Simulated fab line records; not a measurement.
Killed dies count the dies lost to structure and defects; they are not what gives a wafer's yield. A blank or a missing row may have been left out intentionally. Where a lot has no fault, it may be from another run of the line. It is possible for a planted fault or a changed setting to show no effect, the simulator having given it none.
Chamber matching    flow n5Finfet    rieDiel-06 running N5_BEOL_M7_ETCH_72: 4 sister chambers
The step etches underlayer in N2/H2, target depth 6.5 nm, time 5.2 s. 4 wafers are shown with their chamber, then 11 later ones without.

## WAFERS WITH THEIR CHAMBER
wafer   chamber  drypumpMotorCurrentA (A)
L084.6  3        4.9
L090.4  1        6.0
L090.6  0        5.3
L092.1  2        5.0

## WAFERS WITH NO CHAMBER GIVEN
wafer   drypumpMotorCurrentA (A)
L092.4  5.3
L092.6  6.0
L094.1  5.0
L094.2  4.9
L094.3  6.0
L094.4  5.3
L094.5  4.9
L094.6  5.0
L097.1  5.0
L097.4  5.4
L097.5  5.0

## WHICH CHAMBER EACH ONE RAN IN
wafer   from the rows above  in truth
L092.4  0                    0
L092.6  1                    1
L094.1  2                    2
L094.2  3                    3
L094.3  1                    1
L094.4  0                    0
L094.5  3                    3
L094.6  2                    2
L097.1  2                    2
L097.4  0                    0
L097.5  2                    2
Correctly placed: 11 of 11. Number that these rows cannot place: 0. Wrongly placed: 0.
How it was worked out, from the rows above alone: a wafer's distance from a chamber is the root of the sum, over the readings, of the square of ((its reading less the chamber's mean) divided by the reading's scatter). The wafer belongs to the nearest chamber; if the next one is less than 2 further off, it can't be placed. For every chamber, the mean is computed from those of its wafers that are shown. The scatter: with one shown wafer a chamber, the root of the mean of the squares of how far each hidden wafer lies from its nearest shown one.
